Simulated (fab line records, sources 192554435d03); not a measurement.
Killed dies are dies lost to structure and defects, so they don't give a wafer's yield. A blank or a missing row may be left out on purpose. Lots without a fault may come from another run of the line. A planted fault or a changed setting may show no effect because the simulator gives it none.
fab line records | flow n5_finfet
record lots=24 wafers=72 last_day=19
route steps=1938 shown BEOL_M2@920 BEOL_M3@966
lots that met no fault: from a run of the same line without faults
start_h: hours from the record's first day to the start of the lot's first wafer shown | wait_h: hours since the lot's step before | " the same as in the row above | L1.1+2: a row that stands for several wafers | - no value, or no start given | * or withheld: withheld | < > ~ a bound
route shown NAME@n: a module of which the file shows steps, and the number in the route of the first | usual: mean/standard deviation of fault-free wafers | same: alike in all rows | chamber/n: place in a boat | sites: the reading at each site | _std_site: their standard deviation | _edge_site: outer sites' mean less inner sites' | radius_mm: how far each site lies from the wafer's centre | mask NAME#n: copy n | behind: the tool/chamber that last shaped the wafer | hold: why the lot was held/for how many hours/how that ended | device: the transistor (n, p or np) that didn't switch | end of line: the same wafers' tests at the end of the route | a step without rows: its recipe alone | killed: dies lost to structure and defects at the first sort, not the wafer's yield | map: a wafer's dies, x killed, . not, _ none there
set.NAME: the setting as run; set.NAME@STEP: as run at that earlier step | model.NAME: the simulator's own value behind a step, which no gauge read
steps of the route over a sample of lots; a table a step, a row a wafer
services: from which hour (start_h, from the record's first day; less than 0 if before it) a tool's chamber was out of use, for how many hours, and why
## steps
# step N5_BEOL_M2_SPUTTER_96
# recipe material=Cu target_thk_a=45 temp_c=-20 chamber_pressure_pa=0.07 power_w=withheld time_s=8.29
# usual chamber_pressure_pa=0.07001/0.00015 throttle_valve_pct=30.1/0.88
# columns lot.wafer tool chamber start_h wait_h chamber_pressure_pa throttle_valve_pct
L074.2 pvd_sputter-02 - 149.77 0.1 0.06998 31.2
L074.3 " - " " 0.06994 30.3
L074.5 " - " " 0.06995 31.0
L075.3 pvd_sputter-01 - 155.21 0.1 0.0698 30.9
L075.4 " - " " 0.07007 29.8
L075.6 " - " " 0.07034 29.8
L076.1 pvd_sputter-03 - 162.38 0.1 0.06995 30.4
L076.2 " - " " 0.06974 30.3
L076.6 " - " " 0.07017 30.4
L077.3 pvd_sputter-03 - 164.54 0.1 0.06968 30.2
L077.4 " - " " 0.07013 30.1
L077.5 " - " " 0.06985 30.4
L078.1 pvd_sputter-03 - 170.05 0.1 0.06983 30.3
L078.2 " - " " 0.07012 30.3
L078.4 " - " " 0.06994 30.3
L080.1 pvd_sputter-03 - 177.09 0.1 0.06986 30.1
L080.2 " - " " 0.06997 31.0
L080.6 " - " " 0.06996 30.4
L081.1 pvd_sputter-01 - 180.57 0.1 0.06989 30.3
L081.4 " - " " 0.06987 30.9
L081.6 " - " " 0.06985 31.2
L079.1 pvd_sputter-03 - 187.35 0.1 0.07012 30.6
L079.3 " - " " 0.06986 30.2
L079.6 " - " " 0.07012 30.4
L083.2 pvd_sputter-01 - 198.01 0.1 0.07025 30.0
L083.3 " - " " 0.07017 30.9
L083.4 " - " " 0.07023 30.4
L082.2 pvd_sputter-03 - 199.69 0.1 0.06997 30.4
L082.4 " - " " 0.07024 30.2
L082.5 " - " " 0.06987 31.0
L084.4 pvd_sputter-02 - 215.01 0.1 0.06998 31.3
L084.5 " - " " 0.07009 31.3
L084.6 " - " " 0.0699 28.2
L085.3 pvd_sputter-02 - 217.57 0.1 0.06994 29.8
L085.4 " - " " 0.06995 30.4
L085.5 " - " " 0.06975 31.1
L086.1 pvd_sputter-03 - 218.59 0.1 0.06992 30.3
L086.3 " - " " 0.06992 30.4
L086.5 " - " " 0.07017 31.0
L087.3 pvd_sputter-01 - 228.51 0.1 0.07011 31.0
L087.4 " - " " 0.07009 30.3
L087.6 " - " " 0.07012 28.2
L088.1 pvd_sputter-03 - 236.14 0.1 0.06986 30.4
L088.3 " - " " 0.07011 30.2
L088.4 " - " " 0.06986 31.2
L089.1 pvd_sputter-02 - 242.43 0.1 0.06979 29.9
L089.2 " - " " 0.06988 31.2
L089.6 " - " " 0.07012 31.2
L090.1 pvd_sputter-01 - 245.51 0.1 0.07 30.8
L090.2 " - " " 0.06996 30.7
L090.4 " - " " 0.07007 28.0
L091.4 pvd_sputter-03 - 257.40 0.1 0.06989 30.2
L091.5 " - " " 0.07003 30.8
L091.6 " - " " 0.0699 30.5
L092.1 pvd_sputter-01 - 262.32 0.1 0.07007 30.8
L092.3 " - " " 0.07018 30.4
L092.4 " - " " 0.06993 30.0
L093.1 pvd_sputter-03 - 265.34 0.1 0.07 30.3
L093.2 " - " " 0.06991 30.1
L093.5 " - " " 0.07013 31.3
L094.1 pvd_sputter-02 - 282.09 0.1 0.07006 29.8
L094.3 " - " " 0.07008 31.2
L094.5 " - " " 0.07009 31.1
L095.4 pvd_sputter-02 - 284.01 0.1 0.06998 28.6
L095.5 " - " " 0.0701 29.9
L095.6 " - " " 0.07005 28.2
L096.3 pvd_sputter-01 - 285.85 0.1 0.06993 30.3
L096.5 " - " " 0.06999 29.8
L096.6 " - " " 0.06998 30.8
L097.2 pvd_sputter-02 - 289.01 0.1 0.06994 30.3
L097.3 " - " " 0.06984 28.2
L097.5 " - " " 0.06987 30.4
# step N5_BEOL_M3_CD_MEAS_28
# recipe target_cd_nm=25.7 landing_energy_ev=500 detector=se_inlens target_cd_y_nm=23.3 polarity=opening
# usual cd_nm=25.68/0.23
# columns lot.wafer tool chamber start_h wait_h cd_nm
L074.2 cd_sem-01 0 152.71 - 25.93
L074.3 " 0 " " 25.80
L074.5 " 0 " " 25.47
L075.3 cd_sem-02 0 158.04 - 25.94
L075.4 " 0 " " 25.56
L075.6 " 0 " " 25.71
L076.1 cd_sem-02 0 167.04 - 25.54
L076.2 " 0 " " 24.86
L076.6 " 0 " " 25.44
L077.3 cd_sem-01 0 167.39 - 25.91
L077.4 " 0 " " 25.83
L077.5 " 0 " " 25.77
L078.1 cd_sem-03 0 173.34 - 25.67
L078.2 " 0 " " 25.54
L078.4 " 0 " " 25.96
L080.1 cd_sem-02 0 181.05 - 25.52
L080.2 " 0 " " 25.63
L080.6 " 0 " " 25.64
L081.1 cd_sem-02 0 183.56 - 25.86
L081.4 " 0 " " 25.91
L081.6 " 0 " " 25.78
L079.1 cd_sem-03 0 190.81 - 25.27
L079.3 " 0 " " 25.59
L079.6 " 0 " " 25.59
L083.2 cd_sem-02 0 201.43 - 25.39
L083.3 " 0 " " 25.68
L083.4 " 0 " " 25.58
L082.2 cd_sem-01 0 203.82 - 25.51
L082.4 " 0 " " 25.78
L082.5 " 0 " " 25.88
L084.4 cd_sem-03 0 218.85 - 26.04
L084.5 " 0 " " 25.46
L084.6 " 0 " " 26.15
L085.3 cd_sem-01 0 221.73 - 25.32
L085.4 " 0 " " 25.37
L085.5 " 0 " " 25.57
L086.1 cd_sem-02 0 222.44 - 25.59
L086.3 " 0 " " 25.83
L086.5 " 0 " " 25.52
L087.3 cd_sem-01 0 232.05 - 25.64
L087.4 " 0 " " 25.33
L087.6 " 0 " " 25.70
L088.1 cd_sem-02 0 240.87 - 25.14
L088.3 " 0 " " 25.37
L088.4 " 0 " " 25.81
L089.1 cd_sem-02 0 248.17 - 25.55
L089.2 " 0 " " 25.58
L089.6 " 0 " " 25.78
L090.1 cd_sem-02 0 248.66 - 25.50
L090.2 " 0 " " 25.56
L090.4 " 0 " " 25.70
L091.4 cd_sem-01 0 262.64 - 26.09
L091.5 " 0 " " 25.34
L091.6 " 0 " " 26.04
L092.1 cd_sem-01 0 266.50 - 25.53
L092.3 " 0 " " 25.55
L092.4 " 0 " " 25.74
L093.1 cd_sem-03 0 269.76 - 25.62
L093.2 " 0 " " 25.58
L093.5 " 0 " " 25.55
L094.1 cd_sem-03 0 285.81 - 25.84
L094.3 " 0 " " 26.09
L094.5 " 0 " " 25.89
L095.4 cd_sem-03 0 287.42 - 25.76
L095.5 " 0 " " 25.74
L095.6 " 0 " " 25.68
L096.3 cd_sem-03 0 291.08 - 25.53
L096.5 " 0 " " 25.56
L096.6 " 0 " " 25.88
L097.2 cd_sem-01 0 292.58 - 26.06
L097.3 " 0 " " 25.21
L097.5 " 0 " " 26.06
# step N5_BEOL_M3_DESCUM_33
# recipe chemistry=O2 time_s=7 source_power_w=50 bias_power_w=20 pressure_mtorr=20 rf_frequency_hz=2.712e+07 temp_c=40 resist=CAR-EUV o2_flow_sccm=225
# usual bias_power_w=20.01/0.066 drypump_motor_current_A=5.8/0.31 oes_product_au=0.79/0.086 rf_vpp_V=242.7/1.3 showerhead_plenum_p_Torr=2.06/0.073 throttle_valve_pct=20.44/0.12
# columns lot.wafer tool chamber start_h wait_h bias_power_w drypump_motor_current_A oes_product_au rf_hours_counter_h rf_vpp_V showerhead_plenum_p_Torr throttle_valve_pct
L074.2 rie_diel-03 0 152.83 0.0 20.04 6.4 0.99 0 242.9 2.07 20.39
L074.3 " 2 " " 20.06 6.1 0.70 192 242.7 1.99 20.37
L074.5 " 0 " " 19.94 6.4 0.99 - 244.2 2.07 20.40
L075.3 rie_diel-03 3 158.16 0.0 20.12 5.7 0.76 165 242.3 1.99 20.58
L075.4 " 3 " " 20.08 5.7 0.77 - 241.9 1.99 20.58
L075.6 " 0 " " 19.97 6.4 0.95 - 241.9 2.07 20.40
L076.1 rie_diel-05 3 167.22 0.1 20.00 6.0 0.83 63 244.6 2.13 20.64
L076.2 " 2 " " 19.97 5.3 0.72 190 244.4 2.05 20.31
L076.6 " 3 " " 20.12 5.9 0.82 - 243.8 2.13 20.61
L077.3 rie_diel-03 0 167.51 0.0 20.04 6.4 0.94 4 242.1 2.07 20.39
L077.4 " 1 " " 20.14 6.0 0.76 135 243.8 2.08 20.26
L077.5 " 2 " " 20.08 6.0 0.69 - 240.8 1.99 20.39
L078.1 rie_diel-05 0 173.46 0.0 20.01 5.5 0.97 11 244.1 2.11 20.48
L078.2 " 1 " " 20.00 5.8 0.74 156 243.0 2.18 20.41
L078.4 " 2 " " 19.98 5.3 0.73 191 243.5 2.05 20.30
L080.1 rie_diel-05 2 181.17 0.0 19.99 5.3 0.72 193 243.1 2.05 20.29
L080.2 " 3 " " 20.03 5.9 0.82 67 242.9 2.13 20.64
L080.6 " 2 " " 20.02 5.3 0.72 - 243.2 2.05 20.31
L081.1 rie_diel-03 0 183.68 0.0 19.96 6.4 0.92 10 243.5 2.07 20.39
L081.4 " 1 " " 20.06 5.9 0.76 140 244.0 2.08 20.28
L081.6 " 3 " " 20.15 5.7 0.77 - 241.1 1.99 20.59
L079.1 rie_diel-06 1 190.93 0.0 20.02 5.7 0.74 169 242.9 2.02 20.52
L079.3 " 0 " " 20.01 5.6 0.86 39 241.8 2.04 20.24
L079.6 " 0 " " 20.13 5.6 0.86 - 242.1 2.04 20.24
L083.2 rie_diel-03 2 201.55 0.0 19.95 6.1 0.69 208 240.5 1.98 20.39
L083.3 " 0 " " 19.97 6.4 0.89 16 243.8 2.07 20.41
L083.4 " 3 " " 19.97 5.7 0.75 179 243.6 1.99 20.59
L082.2 rie_diel-03 2 203.94 0.0 19.91 6.0 0.69 208 243.6 1.98 20.40
L082.4 " 0 " " 20.05 6.4 0.90 16 243.2 2.07 20.42
L082.5 " 3 " " 19.99 5.7 0.75 - 242.5 1.99 20.60
L084.4 rie_diel-05 1 219.17 0.2 20.18 5.8 0.72 173 245.6 2.18 20.44
L084.5 " 3 " " 20.09 6.0 0.81 - 243.5 2.13 20.66
L084.6 " 2 " " 19.98 5.3 0.73 - 244.4 2.04 20.33
L085.3 rie_diel-03 0 221.85 0.0 19.96 6.4 0.88 23 241.7 2.06 20.41
L085.4 " 2 " " 20.08 6.0 0.69 215 241.4 1.98 20.41
L085.5 " 2 " " 20.07 6.1 0.68 - 241.6 1.98 20.42
L086.1 rie_diel-06 2 222.88 0.4 20.08 5.4 0.97 3 243.7 2.26 20.45
L086.3 " 0 " " 19.94 5.5 0.85 49 242.1 2.04 20.24
L086.5 " 1 " " 20.01 5.6 0.74 - 241.6 2.02 20.56
L087.3 rie_diel-03 1 232.17 0.0 19.83 6.0 0.74 157 242.6 2.07 20.30
L087.4 " 2 " " 20.01 6.1 0.69 219 242.2 1.98 20.41
L087.6 " 0 " " 20.06 6.4 0.87 - 240.5 2.06 20.43
L088.1 rie_diel-06 0 240.99 0.0 20.04 5.6 0.83 55 241.5 2.04 20.28
L088.3 " 1 " " 20.03 5.7 0.73 185 243.8 2.02 20.57
L088.4 " 3 " " 20.05 5.9 0.77 - 242.9 1.99 20.29
L089.1 rie_diel-06 3 248.30 0.0 20.05 5.8 0.76 154 240.7 1.99 20.31
L089.2 " 0 " " 20.01 5.6 0.84 58 242.6 2.04 20.27
L089.6 " 2 " " 19.95 5.3 0.93 - 245.6 2.26 20.46
L090.1 rie_diel-03 3 248.79 0.0 19.96 5.7 0.75 189 243.0 1.99 20.61
L090.2 " 2 " " 19.88 6.1 0.68 223 242.2 1.98 20.40
L090.4 " 0 " " 19.97 6.4 0.87 31 242.8 2.06 20.43
L091.4 rie_diel-03 2 262.76 0.0 20.05 6.1 0.67 228 240.9 1.98 20.44
L091.5 " 1 " " 20.09 6.0 0.73 - 243.3 2.07 20.31
L091.6 " 2 " " 20.08 6.1 0.68 - 239.6 1.98 20.42
L092.1 rie_diel-06 1 266.63 0.0 19.98 5.6 0.72 196 240.9 2.01 20.57
L092.3 " 2 " " 20.03 5.3 0.91 15 245.9 2.26 20.45
L092.4 " 3 " " 20.00 5.9 0.76 161 240.6 1.99 20.33
L093.1 rie_diel-05 0 269.88 0.0 19.96 5.5 0.91 41 242.9 2.10 20.52
L093.2 " 2 " " 19.98 5.3 0.72 219 243.4 2.04 20.35
L093.5 " 1 " " 20.00 5.8 0.72 - 244.2 2.17 20.47
L094.1 rie_diel-06 1 285.94 0.0 19.95 5.6 0.73 202 241.7 2.01 20.59
L094.3 " 2 " " 19.91 5.3 0.92 21 245.2 2.26 20.47
L094.5 " 1 " " 19.97 5.7 0.72 - 242.4 2.01 20.59
L095.4 rie_diel-03 1 287.54 0.0 20.16 6.0 0.74 174 242.6 2.07 20.31
L095.5 " 1 " " 19.89 5.9 0.73 - 243.0 2.07 20.32
L095.6 " 0 " " 19.98 6.4 0.84 - 242.5 2.06 20.45
L096.3 rie_diel-03 0 291.87 0.7 19.92 6.4 0.84 46 241.7 2.06 20.45
L096.5 " 3 " " 20.08 5.7 0.73 - 242.1 1.98 20.65
L096.6 " 0 " " 19.90 6.4 0.84 - 241.5 2.06 20.47
L097.2 rie_diel-05 3 292.70 0.0 19.95 6.0 0.79 99 244.0 2.12 20.68
L097.3 " 0 " " 20.06 5.5 0.91 47 244.1 2.10 20.54
L097.5 " 1 " " 19.89 5.8 0.71 - 244.9 2.17 20.47
# step N5_BEOL_M3_ETCHBACK_99
# recipe chemistry=CHF3 target=SiO2 target_depth_a=50 time_s=10.4 source_w=215 bias_w=47 Ar_flow_sccm=200 CHF3_flow_sccm=12 ion_energy_ev=100 pressure_mtorr=30
# usual drypump_motor_current_A=5.76/0.3 oes_f_703_au=0.80/0.08 oes_product_au=0.79/0.082 rf_vpp_V=240/5.5 showerhead_plenum_p_Torr=2.11/0.079 throttle_valve_pct=17.05/0.23
# columns lot.wafer tool chamber start_h wait_h drypump_motor_current_A oes_f_703_au oes_product_au rf_hours_counter_h rf_vpp_V showerhead_plenum_p_Torr throttle_valve_pct
L074.2 rie_diel-05 1 159.79 6.5 5.77 0.78 0.77 153 247 2.22 16.91
L074.3 " 2 " " 5.33 0.69 0.71 188 241 2.17 17.34
L074.5 " 0 " " 5.49 0.98 1.00 - 241 2.20 17.26
L076.1 rie_diel-05 1 168.15 0.3 5.75 0.78 0.76 155 247 2.22 16.92
L076.2 " 2 " " 5.32 0.68 0.70 190 238 2.17 17.36
L076.6 " 2 " " 5.32 0.68 0.70 - 239 2.17 17.34
L075.3 rie_diel-06 2 170.91 12.6 5.37 0.71 0.70 251 242 2.05 17.49
L075.4 " 2 " " 5.33 0.71 0.70 - 243 2.05 17.47
L075.6 " 0 " " 5.56 0.89 0.89 - 243 2.09 16.67
L077.3 rie_diel-06 1 171.62 3.5 5.64 0.78 0.77 163 233 2.03 16.86
L077.4 " 2 " " 5.34 0.70 0.70 - 243 2.05 17.48
L077.5 " 1 " " 5.65 0.78 0.76 - 234 2.03 16.87
L078.1 rie_diel-03 0 174.75 0.9 6.39 0.92 0.94 7 248 2.10 16.80
L078.2 " 3 " " 5.70 0.77 0.76 170 244 2.05 17.25
L078.4 " 1 " " 5.99 0.82 0.78 137 236 2.15 17.01
L080.1 rie_diel-06 3 192.95 10.6 5.87 0.80 0.79 137 242 2.05 16.90
L080.2 " 1 " " 5.64 0.77 0.75 169 233 2.02 16.87
L080.6 " 1 " " 5.64 0.78 0.75 - 232 2.02 16.85
L081.1 rie_diel-05 3 197.49 13.5 5.99 0.79 0.81 73 246 2.20 17.31
L081.4 " 1 " " 5.79 0.78 0.75 164 248 2.21 16.93
L081.6 " 2 " " 5.34 0.68 0.70 - 238 2.17 17.36
L079.1 rie_diel-06 0 198.43 7.3 5.56 0.88 0.86 42 243 2.08 16.68
L079.3 " 3 " " 5.89 0.80 0.78 140 241 2.05 16.92
L079.6 " 3 " " 5.86 0.80 0.78 - 241 2.05 16.91
L083.2 rie_diel-03 1 212.24 10.5 5.97 0.81 0.77 149 236 2.14 17.03
L083.3 " 0 " " 6.40 0.88 0.90 18 247 2.09 16.81
L083.4 " 0 " " 6.40 0.89 0.90 - 248 2.09 16.81
L082.2 rie_diel-03 0 217.05 12.9 6.39 0.88 0.90 21 246 2.09 16.80
L082.4 " 1 " " 5.96 0.81 0.77 - 236 2.14 17.04
L082.5 " 0 " " 6.39 0.89 0.88 - 247 2.09 16.82
L084.4 rie_diel-05 0 227.01 7.6 5.51 0.92 0.92 30 240 2.19 17.29
L084.5 " 2 " " 5.32 0.67 0.70 - 240 2.17 17.39
L084.6 " 3 " " 5.99 0.78 0.80 - 244 2.20 17.34
L085.3 rie_diel-03 0 229.99 8.0 6.39 0.88 0.89 25 248 2.09 16.83
L085.4 " 1 " " 5.94 0.81 0.76 157 237 2.14 17.05
L085.5 " 3 " " 5.69 0.76 0.75 - 243 2.05 17.29
L086.1 rie_diel-06 1 230.03 7.0 5.62 0.76 0.74 181 234 2.02 16.91
L086.3 " 0 " " 5.56 0.86 0.84 51 243 2.08 16.72
L086.5 " 1 " " 5.63 0.76 0.74 - 234 2.02 16.91
L087.3 rie_diel-06 3 241.77 9.4 5.88 0.79 0.77 153 241 2.04 16.94
L087.4 " 2 " " 5.34 0.98 0.96 6 246 2.32 17.01
L087.6 " 3 " " 5.84 0.79 0.77 - 243 2.04 16.92
L088.1 rie_diel-06 1 246.66 5.5 5.62 0.76 0.74 188 233 2.02 16.92
L088.3 " 2 " " 5.34 0.98 0.95 8 246 2.32 17.00
L088.4 " 3 " " 5.84 0.79 0.78 154 242 2.04 16.93
L089.1 rie_diel-06 0 251.30 2.8 5.57 0.85 0.83 59 243 2.08 16.71
L089.2 " 2 " " 5.34 0.97 0.94 9 246 2.32 17.01
L089.6 " 2 " " 5.32 0.97 0.94 - 246 2.32 17.02
L090.1 rie_diel-06 2 251.70 2.7 5.36 0.97 0.97 9 245 2.32 17.01
L090.2 " 0 " " 5.57 0.84 0.85 59 244 2.08 16.73
L090.4 " 1 " " 5.65 0.76 0.74 189 233 2.02 16.90
L091.4 rie_diel-03 2 267.64 4.7 6.05 0.70 0.69 229 230 2.06 17.26
L091.5 " 1 " " 6.00 0.79 0.76 - 235 2.14 17.08
L091.6 " 0 " " 6.38 0.85 0.86 - 247 2.09 16.83
L092.1 rie_diel-03 3 271.51 4.7 5.71 0.75 0.74 196 242 2.04 17.31
L092.3 " 1 " " 5.98 0.79 0.75 169 234 2.14 17.05
L092.4 " 0 " " 6.39 0.85 0.85 38 247 2.09 16.84
L093.1 rie_diel-03 1 280.19 10.0 5.97 0.79 0.75 173 235 2.13 17.08
L093.2 " 2 " " 6.06 0.70 0.68 233 232 2.06 17.26
L093.5 " 3 " " 5.70 0.75 0.74 - 243 2.04 17.31
L094.1 rie_diel-05 0 289.04 2.9 5.52 0.89 0.90 46 240 2.19 17.32
L094.3 " 3 " " 5.97 0.77 0.79 97 247 2.19 17.35
L094.5 " 0 " " 5.50 0.89 0.90 - 241 2.19 17.31
L095.4 rie_diel-05 1 294.27 6.5 5.78 0.76 0.73 194 248 2.20 17.00
L095.5 " 3 " " 5.97 0.76 0.79 - 247 2.19 17.36
L095.6 " 2 " " 5.33 0.65 0.68 - 238 2.16 17.43
L096.3 rie_diel-06 3 294.45 2.2 5.84 0.77 0.76 169 242 2.04 16.94
L096.5 " 0 " " 5.56 0.83 0.82 - 242 2.07 16.74
L096.6 " 3 " " 5.88 0.78 0.75 - 243 2.04 16.95
L097.2 rie_diel-03 0 297.93 5.0 6.42 0.84 0.84 47 247 2.08 16.86
L097.3 " 1 " " 5.99 0.78 0.74 178 235 2.13 17.08
L097.5 " 1 " " 5.96 0.78 0.74 - 236 2.13 17.10
# step N5_BEOL_M3_ETCH_70
# recipe chemistry=N2/H2 target=SOC target_depth_a=800 overetch_a=160 mask_material=SiARC temp_c=40 time_s=120 ion_energy_ev=200 pressure_mtorr=30 source_w=840 bias_w=150 n2_flow_sccm=200 h2_flow_sccm=200
# usual drypump_motor_current_A=5.77/0.3 oes_product_au=0.61/0.063 rf_vpp_V=522.7/2.6 showerhead_plenum_p_Torr=2.50/0.091 throttle_valve_pct=17.86/0.2
# columns lot.wafer tool chamber start_h wait_h drypump_motor_current_A oes_product_au rf_hours_counter_h rf_vpp_V showerhead_plenum_p_Torr throttle_valve_pct
L074.2 rie_diel-05 1 159.82 0.0 5.77 0.58 153 528.1 2.65 17.75
L074.3 " 2 " " 5.32 0.56 188 523.5 2.49 17.64
L074.5 " 0 " " 5.51 0.75 - 525.7 2.62 18.08
L076.1 rie_diel-05 1 168.19 0.0 5.80 0.58 155 526.1 2.65 17.75
L076.2 " 2 " " 5.32 0.56 190 523.7 2.49 17.63
L076.6 " 2 " " 5.31 0.56 - 524.1 2.49 17.63
L075.3 rie_diel-06 2 170.95 0.0 5.33 0.52 251 519.3 2.42 18.30
L075.4 " 2 " " 5.31 0.52 - 520.2 2.42 18.33
L075.6 " 0 " " 5.58 0.69 - 521.3 2.48 17.62
L077.3 rie_diel-06 1 171.66 0.0 5.65 0.58 163 521.6 2.45 17.93
L077.4 " 2 " " 5.36 0.52 - 521.0 2.42 18.31
L077.5 " 1 " " 5.67 0.58 - 522.7 2.45 17.95
L078.1 rie_diel-03 0 174.79 0.0 6.40 0.72 7 522.9 2.48 17.55
L078.2 " 3 " " 5.70 0.59 170 521.3 2.44 18.09
L078.4 " 1 " " 5.95 0.59 137 524.4 2.56 17.93
L080.1 rie_diel-06 3 192.99 0.0 5.87 0.59 137 522.2 2.43 17.64
L080.2 " 1 " " 5.66 0.58 169 520.8 2.45 17.96
L080.6 " 1 " " 5.66 0.58 - 522.8 2.45 17.94
L081.1 rie_diel-05 3 197.52 0.0 5.97 0.63 73 523.2 2.60 18.13
L081.4 " 1 " " 5.76 0.57 164 526.1 2.65 17.77
L081.6 " 2 " " 5.33 0.55 - 523.8 2.49 17.65
L079.1 rie_diel-06 0 198.47 0.0 5.56 0.67 42 521.4 2.48 17.64
L079.3 " 3 " " 5.86 0.58 140 520.1 2.43 17.66
L079.6 " 3 " " 5.86 0.59 - 520.8 2.43 17.66
L083.2 rie_diel-03 1 212.28 0.0 5.94 0.58 149 524.5 2.56 17.97
L083.3 " 0 " " 6.39 0.69 18 521.3 2.48 17.56
L083.4 " 0 " " 6.41 0.69 - 524.0 2.48 17.57
L082.2 rie_diel-03 0 217.08 0.0 6.41 0.69 21 523.3 2.47 17.57
L082.4 " 1 " " 5.94 0.58 - 522.9 2.56 17.96
L082.5 " 0 " " 6.42 0.69 - 521.8 2.47 17.58
L084.4 rie_diel-05 0 227.05 0.0 5.50 0.70 30 526.3 2.61 18.11
L084.5 " 2 " " 5.35 0.55 - 523.3 2.49 17.66
L084.6 " 3 " " 5.94 0.62 - 522.9 2.59 18.13
L085.3 rie_diel-03 0 230.03 0.0 6.42 0.68 25 522.4 2.47 17.60
L085.4 " 1 " " 6.03 0.58 157 522.8 2.55 17.96
L085.5 " 3 " " 5.70 0.58 - 519.1 2.44 18.11
L086.1 rie_diel-06 1 230.06 0.0 5.65 0.57 181 521.1 2.44 17.98
L086.3 " 0 " " 5.58 0.66 51 521.0 2.47 17.66
L086.5 " 1 " " 5.65 0.57 - 521.1 2.44 17.97
L087.3 rie_diel-06 3 241.81 0.0 5.89 0.58 153 519.5 2.42 17.66
L087.4 " 2 " " 5.32 0.73 6 528.5 2.74 17.85
L087.6 " 3 " " 5.89 0.58 - 522.0 2.42 17.67
L088.1 rie_diel-06 1 246.70 0.0 5.63 0.56 188 519.8 2.44 18.00
L088.3 " 2 " " 5.33 0.72 8 528.4 2.74 17.84
L088.4 " 3 " " 5.88 0.58 154 521.2 2.42 17.68
L089.1 rie_diel-06 0 251.34 0.0 5.58 0.65 59 522.8 2.47 17.69
L089.2 " 2 " " 5.35 0.72 9 528.7 2.74 17.86
L089.6 " 2 " " 5.35 0.72 - 529.4 2.74 17.84
L090.1 rie_diel-06 2 251.74 0.0 5.33 0.72 9 528.8 2.74 17.84
L090.2 " 0 " " 5.57 0.65 59 523.5 2.47 17.67
L090.4 " 1 " " 5.65 0.57 189 520.3 2.44 18.00
L091.4 rie_diel-03 2 267.68 0.0 6.06 0.52 229 520.0 2.41 17.79
L091.5 " 1 " " 5.95 0.58 - 524.0 2.55 17.99
L091.6 " 0 " " 6.43 0.66 - 522.3 2.47 17.61
L092.1 rie_diel-03 3 271.55 0.0 5.72 0.58 196 520.3 2.43 18.13
L092.3 " 1 " " 5.98 0.57 169 523.1 2.55 17.99
L092.4 " 0 " " 6.40 0.66 38 521.7 2.47 17.60
L093.1 rie_diel-03 1 280.22 0.0 5.96 0.56 173 523.1 2.55 17.98
L093.2 " 2 " " 6.08 0.52 233 520.4 2.41 17.79
L093.5 " 3 " " 5.70 0.56 - 519.7 2.43 18.14
L094.1 rie_diel-05 0 289.08 0.0 5.51 0.68 46 524.3 2.60 18.16
L094.3 " 3 " " 5.95 0.61 97 523.0 2.59 18.18
L094.5 " 0 " " 5.51 0.68 - 524.8 2.60 18.14
L095.4 rie_diel-05 1 294.30 0.0 5.79 0.56 194 526.1 2.64 17.82
L095.5 " 3 " " 5.98 0.61 - 525.0 2.59 18.17
L095.6 " 2 " " 5.35 0.54 - 523.2 2.48 17.71
L096.3 rie_diel-06 3 294.48 0.0 5.86 0.57 169 520.7 2.41 17.70
L096.5 " 0 " " 5.57 0.65 - 522.4 2.46 17.69
L096.6 " 3 " " 5.86 0.57 - 520.5 2.41 17.69
L097.2 rie_diel-03 0 297.97 0.0 6.42 0.66 47 521.8 2.46 17.63
L097.3 " 1 " " 5.93 0.57 178 524.3 2.55 18.00
L097.5 " 1 " " 5.93 0.57 - 523.3 2.55 18.01
# step N5_BEOL_M3_OCD_MEAS_38
# usual trench_depth_nm=55.4/1.3
# columns lot.wafer tool chamber start_h wait_h trench_depth_nm
L074.2 ocd-02 - 160.18 - 55.8
L074.3 " - " " 51.9
L074.5 " - " " 57.0
L076.1 ocd-01 - 168.54 - 56.2
L076.2 " - " " 52.6
L076.6 " - " " 51.9
L075.3 ocd-01 - 171.31 - 56.4
L075.4 " - " " 56.6
L075.6 " - " " 54.8
L077.3 ocd-01 - 172.02 - 55.8
L077.4 " - " " 57.7
L077.5 " - " " 56.4
L078.1 ocd-01 - 175.14 - 55.5
L078.2 " - " " 54.7
L078.4 " - " " 55.7
L080.1 ocd-02 - 193.34 - 56.6
L080.2 " - " " 54.6
L080.6 " - " " 54.9
L081.1 ocd-02 - 197.88 - 54.6
L081.4 " - " " 57.5
L081.6 " - " " 52.1
L079.1 ocd-01 - 198.82 - 54.2
L079.3 " - " " 57.0
L079.6 " - " " 56.9
L083.2 ocd-01 - 212.63 - 55.6
L083.3 " - " " 54.7
L083.4 " - " " 54.1
L082.2 ocd-02 - 217.44 - 55.0
L082.4 " - " " 56.5
L082.5 " - " " 54.5
L084.4 ocd-02 - 227.41 - 56.7
L084.5 " - " " 53.5
L084.6 " - " " 54.6
L085.3 ocd-02 - 230.38 - 54.8
L085.4 " - " " 55.9
L085.5 " - " " 55.0
L086.1 ocd-01 - 230.42 - 55.4
L086.3 " - " " 54.9
L086.5 " - " " 55.0
L087.3 ocd-01 - 242.17 - 57.8
L087.4 " - " " 56.9
L087.6 " - " " 57.6
L088.1 ocd-01 - 247.05 - 56.2
L088.3 " - " " 55.9
L088.4 " - " " 57.4
L089.1 ocd-01 - 251.69 - 52.9
L089.2 " - " " 55.8
L089.6 " - " " 56.3
L090.1 ocd-01 - 252.09 - 56.1
L090.2 " - " " 54.6
L090.4 " - " " 55.9
L091.4 ocd-02 - 268.03 - 55.5
L091.5 " - " " 54.6
L091.6 " - " " 54.0
L092.1 ocd-01 - 271.91 - 55.3
L092.3 " - " " 55.8
L092.4 " - " " 54.1
L093.1 ocd-02 - 280.58 - 56.2
L093.2 " - " " 56.0
L093.5 " - " " 54.8
L094.1 ocd-01 - 289.43 - 57.6
L094.3 " - " " 53.0
L094.5 " - " " 56.8
L095.4 ocd-02 - 294.66 - 56.4
L095.5 " - " " 54.0
L095.6 " - " " 53.3
L096.3 ocd-02 - 294.84 - 56.9
L096.5 " - " " 54.1
L096.6 " - " " 58.0
L097.2 ocd-01 - 298.33 - 54.8
L097.3 " - " " 55.5
L097.5 " - " " 55.3
## services
# columns tool chamber start_h hours kind
pvd_sputter-03 - 138.10 13.5 repair
rie_diel-03 1 154.43 5.8 repair
rie_diel-06 3 165.87 11.5 repair
pvd_sputter-02 - 177.90 0.7 repair
rie_diel-06 2 182.28 6.3 repair
rie_diel-06 2 188.79 - clean
rie_diel-06 2 188.79 - consumable_replace:focus_ring
rie_diel-06 2 188.79 - consumable_replace:showerhead
rie_diel-06 2 188.79 20.9 scheduled_down
rie_diel-06 2 188.79 20.9 vent_cycle
rie_diel-03 3 204.13 13.8 repair
rie_diel-06 - 216.83 4.3 pm
rie_diel-05 3 228.51 2.4 repair
rie_diel-06 2 235.86 5.7 repair
rie_diel-05 - 249.68 4.3 pm
rie_diel-05 - 290.91 0.9 repair
## key
fault none
